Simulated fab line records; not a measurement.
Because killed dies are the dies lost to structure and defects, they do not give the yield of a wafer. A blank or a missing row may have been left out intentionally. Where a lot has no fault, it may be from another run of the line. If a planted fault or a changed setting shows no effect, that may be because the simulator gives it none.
Check of tool commonality :: flow n5Finfet :: 10 lots and 30 wafers in the sample

## WHY IT WAS OPENED
Of 10 lots, 2 have the reading RS_PWELL flagged at N5_BEOL_M4_RC_MEAS_101. No-fault wafers: 3015 ohm/sq, standard deviation 21.
Rule: a lot is flagged when every wafer of it that has a number lies more than 4 standard deviations from that mean, or none has a number. The rest of the lots are taken to be sound.

lot: L421
measured: day 8 15:17
on: prober-02
RS_PWELL (ohm/sq), wafer by wafer: 3040 3011 3046
flag: 

lot: L422
measured: day 9 00:46
on: prober-02
RS_PWELL (ohm/sq), wafer by wafer: 3044 3008 3053
flag: 

lot: L423
measured: day 9 02:31
on: prober-02
RS_PWELL (ohm/sq), wafer by wafer: 2985 3002 2998
flag: 

lot: L424
measured: day 9 08:15
on: prober-02
RS_PWELL (ohm/sq), wafer by wafer: 3031 3019 3044
flag: 

lot: L426
measured: day 9 11:06
on: prober-01
RS_PWELL (ohm/sq), wafer by wafer: 3024 3028 3012
flag: 

lot: L425
measured: day 9 11:34
on: prober-02
RS_PWELL (ohm/sq), wafer by wafer: 3012 2986 2989
flag: 

lot: L427
measured: day 9 16:11
on: prober-02
RS_PWELL (ohm/sq), wafer by wafer: 3002 3007 3020
flag: 

lot: L430
measured: day 11 02:02
on: prober-02
RS_PWELL (ohm/sq), wafer by wafer: 2982 3003 2987
flag: 

lot: L439
measured: day 13 02:18
on: prober-02
RS_PWELL (ohm/sq), wafer by wafer: 3514 3504 3483
flag: FLAGGED

lot: L440
measured: day 13 07:38
on: prober-01
RS_PWELL (ohm/sq), wafer by wafer: 3517 3496 3492
flag: FLAGGED
Average over the flagged lots: 3501 ohm/sq; offset from the usual +486 ohm/sq, equal to +23 standard deviations.

## LOT BY LOT: THE TOOL USED
The record holds 3 process steps before the reading, out of a route of 1938 steps. Every cell lists first the tool, next ch and the chambers used by the sampled wafers, and last the start.
lot: L421
flag: 
N5_WELL_APT_IMPLANT_31: implanter-02 ch 0, day 2 09:22
N5_PMOS_HMC_CHANNEL_EPI_HM_DEP_34: pecvd-03 ch 0,1, day 2 10:58
N5_FIN_SAQP_PECVD_06: pecvd-03 ch 0,1, day 2 15:52

lot: L422
flag: 
N5_WELL_APT_IMPLANT_31: implanter-01 ch 0, day 2 15:18
N5_PMOS_HMC_CHANNEL_EPI_HM_DEP_34: pecvd-03 ch 0,1, day 2 16:52
N5_FIN_SAQP_PECVD_06: pecvd-02 ch 0,1,2, day 2 21:11

lot: L423
flag: 
N5_WELL_APT_IMPLANT_31: implanter-01 ch 0, day 2 21:16
N5_PMOS_HMC_CHANNEL_EPI_HM_DEP_34: pecvd-03 ch 0,1, day 2 22:50
N5_FIN_SAQP_PECVD_06: pecvd-02 ch 0,1,2, day 3 02:51

lot: L424
flag: 
N5_WELL_APT_IMPLANT_31: implanter-01 ch 0, day 3 03:38
N5_PMOS_HMC_CHANNEL_EPI_HM_DEP_34: pecvd-04 ch 1,2, day 3 05:12
N5_FIN_SAQP_PECVD_06: pecvd-02 ch 0,1,2, day 3 09:17

lot: L426
flag: 
N5_WELL_APT_IMPLANT_31: implanter-01 ch 0, day 3 15:49
N5_PMOS_HMC_CHANNEL_EPI_HM_DEP_34: pecvd-01 ch 1,2, day 3 17:35
N5_FIN_SAQP_PECVD_06: pecvd-02 ch 0,2, day 3 22:05

lot: L425
flag: 
N5_WELL_APT_IMPLANT_31: implanter-01 ch 0, day 3 09:15
N5_PMOS_HMC_CHANNEL_EPI_HM_DEP_34: pecvd-03 ch 0,2, day 3 10:49
N5_FIN_SAQP_PECVD_06: pecvd-02 ch 0,1,2, day 3 15:21

lot: L427
flag: 
N5_WELL_APT_IMPLANT_31: implanter-02 ch 0, day 3 21:13
N5_PMOS_HMC_CHANNEL_EPI_HM_DEP_34: pecvd-03 ch 0,1, day 3 23:01
N5_FIN_SAQP_PECVD_06: pecvd-02 ch 0,2, day 4 03:30

lot: L430
flag: 
N5_WELL_APT_IMPLANT_31: implanter-02 ch 0, day 4 15:23
N5_PMOS_HMC_CHANNEL_EPI_HM_DEP_34: pecvd-04 ch 0,1, day 4 17:19
N5_FIN_SAQP_PECVD_06: pecvd-01 ch 1,2, day 4 23:51

lot: L439
flag: FLAGGED
N5_WELL_APT_IMPLANT_31: implanter-01 ch 0, day 6 21:26
N5_PMOS_HMC_CHANNEL_EPI_HM_DEP_34: pecvd-04 ch 0,1,2, day 6 23:15
N5_FIN_SAQP_PECVD_06: pecvd-01 ch 1,2, day 7 03:46

lot: L440
flag: FLAGGED
N5_WELL_APT_IMPLANT_31: implanter-01 ch 0, day 7 03:34
N5_PMOS_HMC_CHANNEL_EPI_HM_DEP_34: pecvd-04 ch 0,2, day 7 05:20
N5_FIN_SAQP_PECVD_06: pecvd-03 ch 0,1, day 7 09:26
These steps, and what they do:
- N5_WELL_APT_IMPLANT_31
- N5_PMOS_HMC_CHANNEL_EPI_HM_DEP_34: deposits SiO2 from TEOS/O2, target thk 36 nm, time 6.9 s.
- N5_FIN_SAQP_PECVD_06: deposits a-Si from SiH4/He, target thk 60 nm, time 48.1 s.
- N5_BEOL_M4_RC_MEAS_101

## FLAGGED OVER TOTAL, TOOL BY TOOL (the gauges that took the reading come last)
step: N5_WELL_APT_IMPLANT_31
tool: implanter-01
lots run: 7
flagged: 2
share of the flagged lots: all
sound lots run after its first flagged lot: 0

step: N5_WELL_APT_IMPLANT_31
tool: implanter-02
lots run: 3
flagged: 0
share of the flagged lots: none
sound lots run after its first flagged lot: -

step: N5_PMOS_HMC_CHANNEL_EPI_HM_DEP_34
tool: pecvd-01
lots run: 1
flagged: 0
share of the flagged lots: none
sound lots run after its first flagged lot: -

step: N5_PMOS_HMC_CHANNEL_EPI_HM_DEP_34
tool: pecvd-03
lots run: 5
flagged: 0
share of the flagged lots: none
sound lots run after its first flagged lot: -

step: N5_PMOS_HMC_CHANNEL_EPI_HM_DEP_34
tool: pecvd-04
lots run: 4
flagged: 2
share of the flagged lots: all
sound lots run after its first flagged lot: 0

step: N5_FIN_SAQP_PECVD_06
tool: pecvd-01
lots run: 2
flagged: 1
share of the flagged lots: some
sound lots run after its first flagged lot: 0

step: N5_FIN_SAQP_PECVD_06
tool: pecvd-02
lots run: 6
flagged: 0
share of the flagged lots: none
sound lots run after its first flagged lot: -

step: N5_FIN_SAQP_PECVD_06
tool: pecvd-03
lots run: 2
flagged: 1
share of the flagged lots: some
sound lots run after its first flagged lot: 0

step: N5_BEOL_M4_RC_MEAS_101
tool: prober-01
lots run: 2
flagged: 1
share of the flagged lots: some
sound lots run after its first flagged lot: 0

step: N5_BEOL_M4_RC_MEAS_101
tool: prober-02
lots run: 8
flagged: 1
share of the flagged lots: some
sound lots run after its first flagged lot: 0

## WHAT THE TABLE PERMITS
Rows of the table that ran all the flagged lots, 2 in number: implanter-01 at N5_WELL_APT_IMPLANT_31; pecvd-04 at N5_PMOS_HMC_CHANNEL_EPI_HM_DEP_34.
- implanter-01 at N5_WELL_APT_IMPLANT_31: 2 of its 7 lots flagged. A fault beginning between L426 (day 3 15:49), its last sound lot, and L439 (day 6 21:26), its first flagged one, fits the data. Its own readings (beamEnergyKeV) fall more than 4 standard deviations out on all wafers of the flagged lots.
- pecvd-04 at N5_PMOS_HMC_CHANNEL_EPI_HM_DEP_34: 2 of its 4 lots flagged. A fault beginning between L430 (day 4 17:19), its last sound lot, and L439 (day 6 23:15), its first flagged one, fits the data.
A lot count leaves these 2 tools indistinguishable: every one of them fits a fault beginning at some hour. More lots, or a look at what each step does to the wafer, might.

## WHAT WAS PUT IN BY THE SIMULATOR
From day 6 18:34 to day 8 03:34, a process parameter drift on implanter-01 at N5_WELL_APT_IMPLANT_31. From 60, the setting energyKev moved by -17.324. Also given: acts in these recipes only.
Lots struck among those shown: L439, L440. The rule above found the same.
